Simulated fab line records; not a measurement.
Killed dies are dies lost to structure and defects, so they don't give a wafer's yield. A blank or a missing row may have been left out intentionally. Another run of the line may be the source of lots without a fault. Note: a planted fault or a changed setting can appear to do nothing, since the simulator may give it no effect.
fab line records | flow nand-harc
record: lots: 15 wafers: 45 last-day: 34
route steps=1302 shown A_BLC@1128 A_M0@1149
lots with no fault: from the same line, run without faults
start-h: the number of hours between the record's first day and the start of the first shown wafer of the lot | wait-h: time in hours since the lot's previous step | " identical to the entry in the row above | L1.1+2: a single row standing in for several wafers | - value missing, or start not given | * or withheld: withheld | < > ~ a bound
route shown NAME@n: NAME is a module with steps in the file, n the number in the route of the first one | usual: mean/standard deviation of fault-free wafers | same: alike in all rows | chamber/n: place in a boat | sites: the reading at each site | _std_site: the standard deviation of these | _edge_site: the outer-site mean with the inner-site mean subtracted | radius-mm: how far each site lies from the wafer's centre | mask NAME#n: copy n | behind: tool/chamber where the wafer was last shaped | hold: what put the lot on hold/how long, in hours/how the hold closed | device: the n, p or np transistor that did not switch | end of line: the route-end tests of the same wafers | step lacking rows: just its recipe | killed: dies that structure and defects cost at the first sort, which is not the same as the wafer's yield | map: per-die view of a wafer (x killed, . not killed, _ where there is no die)
set.NAME: setting as actually run; set.NAME@STEP: the setting as run at that earlier step | model.NAME: the simulator's own value behind a step, which no gauge read
one table for each step of the route and one row for each wafer, over a sample of lots
services: from which hour (start-h, from the record's first day; less than 0 if before it) a tool's chamber was out of use, for how many hours, and why
== steps ==
step: NHARC_A_BLC_DEGAS_30
recipe: temp-c: 300 time-s: 60
usual: heater-power-w: 490/72
columns lot.wafer tool chamber start-h wait-h heater-power-w
L835.1 pvd-sputter-01 - 535.99 - 446
L835.4 " - " " 469
L835.2 " - " " 635
L832.4 pvd-sputter-03 - 540.09 - 524
L832.2 " - " " 383
L832.6 " - " " 522
L837.1 pvd-sputter-01 - 559.72 - 445
L837.2 " - " " 468
L837.6 " - " " 478
L836.1 pvd-sputter-03 - 560.58 - 507
L836.4 " - " " 549
L836.6 " - " " 518
L838.1 pvd-sputter-02 - 583.08 - 442
L838.4 " - " " 517
L838.6 " - " " 438
L839.4 pvd-sputter-01 - 591.68 - 573
L839.2 " - " " 449
L839.6 " - " " 449
L844.4 pvd-sputter-03 - 664.10 - 541
L844.1 " - " " 521
L844.5 " - " " 551
L847.3 pvd-sputter-02 - 671.40 - 562
L847.1 " - " " 446
L847.6 " - " " 564
L849.4 pvd-sputter-03 - 680.04 - 379
L849.1 " - " " 536
L849.6 " - " " 381
L848.3 pvd-sputter-01 - 685.16 - 589
L848.1 " - " " 594
L848.6 " - " " 470
L851.1 pvd-sputter-02 - 712.63 - 442
L851.3 " - " " 464
L851.4 " - " " 448
L850.3 pvd-sputter-02 - 714.13 - 558
L850.4 " - " " 448
L850.6 " - " " 450
L852.3 pvd-sputter-03 - 720.61 - 574
L852.6 " - " " 389
L852.5 " - " " 578
L853.1 pvd-sputter-01 - 752.15 - 611
L853.3 " - " " 587
L853.2 " - " " 419
L855.4 pvd-sputter-02 - 770.34 - 452
L855.6 " - " " 440
L855.5 " - " " 557
step: NHARC_A_M0_INSPECT_11
usual: raw-defect-count: 81/36
columns lot.wafer tool chamber start-h wait-h raw-defect-count
L835.1 defect-inspect-02 - 538.38 0.0 121
L835.2 " - " " 99
L835.4 " - " " 120
L832.2 defect-inspect-01 - 542.50 0.0 57
L832.4 " - " " 68
L832.6 " - " " 77
L837.1 defect-inspect-01 - 561.99 0.0 102
L837.2 " - " " 109
L837.6 " - " " 115
L836.1 defect-inspect-01 - 562.97 0.0 70
L836.4 " - " " 69
L836.6 " - " " 76
L838.1 defect-inspect-02 - 585.91 0.0 62
L838.4 " - " " 61
L838.6 " - " " 65
L839.2 defect-inspect-02 - 594.11 0.0 159
L839.4 " - " " 178
L839.6 " - " " 159
L844.1 defect-inspect-02 - 666.59 0.0 43
L844.4 " - " " 50
L844.5 " - " " 47
L847.1 defect-inspect-02 - 673.83 0.0 22
L847.3 " - " " 19
L847.6 " - " " 30
L849.1 defect-inspect-01 - 682.33 0.0 36
L849.4 " - " " 23
L849.6 " - " " 32
L848.1 defect-inspect-02 - 687.54 0.0 109
L848.3 " - " " 104
L848.6 " - " " 110
L851.1 defect-inspect-02 - 714.91 0.0 39
L851.3 " - " " 39
L851.4 " - " " 32
L850.3 defect-inspect-02 - 716.69 0.0 128
L850.4 " - " " 119
L850.6 " - " " 126
L852.3 defect-inspect-01 - 723.02 0.0 83
L852.5 " - " " 76
L852.6 " - " " 73
L853.1 defect-inspect-01 - 754.43 0.0 28
L853.2 " - " " 22
L853.3 " - " " 20
L855.4 defect-inspect-01 - 772.97 0.0 58
L855.5 " - " " 55
L855.6 " - " " 48
step: NHARC_A_M0_PVD_20
recipe: target-thk-a: 50 bias-v: 168.6 power-w: 15000 chamber-pressure-pa: 0.12 time-s: 8.06 substrate-temp-c: 50 material: TaN
usual: bias-v: 168.7/1.7 cathode-dc-power-W: 15001/2.7 throttle-valve-pct: 29.8/1.4
columns lot.wafer tool chamber start-h wait-h bias-v cathode-dc-power-W throttle-valve-pct
L835.2 pvd-sputter-01 - 539.47 - 165.8 14999 27.8
L835.1 " - " " 167.9 15001 28.5
L835.4 " - " " 166.5 15004 29.2
L832.4 pvd-sputter-02 - 543.59 - 166.4 15000 27.4
L832.2 " - " " 168.9 15004 30.8
L832.6 " - " " 169.0 15000 31.5
L837.1 pvd-sputter-03 - 563.10 - 166.9 15000 29.5
L837.2 " - " " 169.4 15000 31.3
L837.6 " - " " 165.6 14994 29.4
L836.1 pvd-sputter-01 - 564.09 - - - -
L836.4 " - " " - - -
L836.6 " - " " - - -
L838.1 pvd-sputter-02 - 587.01 - - - -
L838.4 " - " " - - -
L838.6 " - " " - - -
L839.4 pvd-sputter-02 - 595.22 - - - -
L839.2 " - " " - - -
L839.6 " - " " - - -
L844.4 pvd-sputter-03 - 667.69 - 170.7 15001 29.4
L844.1 " - " " 163.4 15002 31.2
L844.5 " - " " 166.3 15002 31.2
L847.1 pvd-sputter-03 - 674.95 - 168.5 15001 29.2
L847.3 " - " " 170.5 14999 31.9
L847.6 " - " " 167.3 14999 29.4
L849.4 pvd-sputter-02 - 683.43 - 168.7 14996 32.6
L849.1 " - " " 167.3 15002 31.3
L849.6 " - " " 170.6 14999 27.7
L848.1 pvd-sputter-03 - 688.65 - 168.7 15005 31.8
L848.3 " - " " 169.3 15001 29.2
L848.6 " - " " 167.4 14999 31.0
L851.4 pvd-sputter-02 - 716.09 - 167.7 15004 31.3
L851.3 " - " " 171.2 15002 30.4
L851.1 " - " " 168.8 14998 32.3
L850.3 pvd-sputter-02 - 717.95 - 169.5 15000 27.7
L850.4 " - " " 169.5 15005 31.3
L850.6 " - " " 169.8 14999 32.7
L852.3 pvd-sputter-01 - 724.19 - 168.7 14999 29.1
L852.6 " - " " 169.9 15001 28.7
L852.5 " - " " 167.1 15003 30.5
L853.3 pvd-sputter-02 - 755.58 - 170.7 14995 32.6
L853.2 " - " " 169.3 15003 31.4
L853.1 " - " " 169.6 14998 30.7
L855.4 pvd-sputter-01 - 774.08 - 167.4 15003 30.3
L855.5 " - " " 169.6 14999 28.8
L855.6 " - " " 168.4 14997 30.3
== services ==
columns tool chamber start-h hours kind
pvd-sputter-03 - 515.15 2.8 repair
pvd-sputter-03 - 526.05 10.0 pm
pvd-sputter-03 - 566.62 3.5 repair
pvd-sputter-01 - 603.91 10.0 pm
pvd-sputter-02 - 638.69 10.0 pm
pvd-sputter-03 - 639.22 3.3 repair
pvd-sputter-01 - 662.93 1.2 repair
pvd-sputter-03 - 704.05 10.0 pm
pvd-sputter-01 - 715.57 3.1 repair
== key ==
first-sign: step: NHARC_A_M0_PVD_20 reading: tool-record direction: missing
effect none on later readings
met-at NHARC_A_M0_PVD_20
struck-lots L836,L838,L839
later-rows-left-out L836.1,L836.4,L836.6,L838.1,L838.4,L838.6,L839.2,L839.4,L839.6
sort-left-out L836.1,L836.4,L836.6,L838.1,L838.4,L838.6,L839.2,L839.4,L839.6
not-acting-at NHARC_A_BLC_DEGAS_30,NHARC_A_M0_INSPECT_11
onset-between 543.59 564.09
fault: kind: skipped-step-whole tool: pvd-sputter-01,pvd-sputter-02 chamber: - onset-h: 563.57 steps: NHARC_A_M0_PVD_20 scope: struck-lots-only
sort-left-out: the simulated sort isn't trusted on such a fault, so these wafers' sort isn't shown, and their yield isn't known
later-rows-left-out: the simulator's readings of these wafers behind a module that went badly wrong aren't trusted and aren't shown, but for the sort
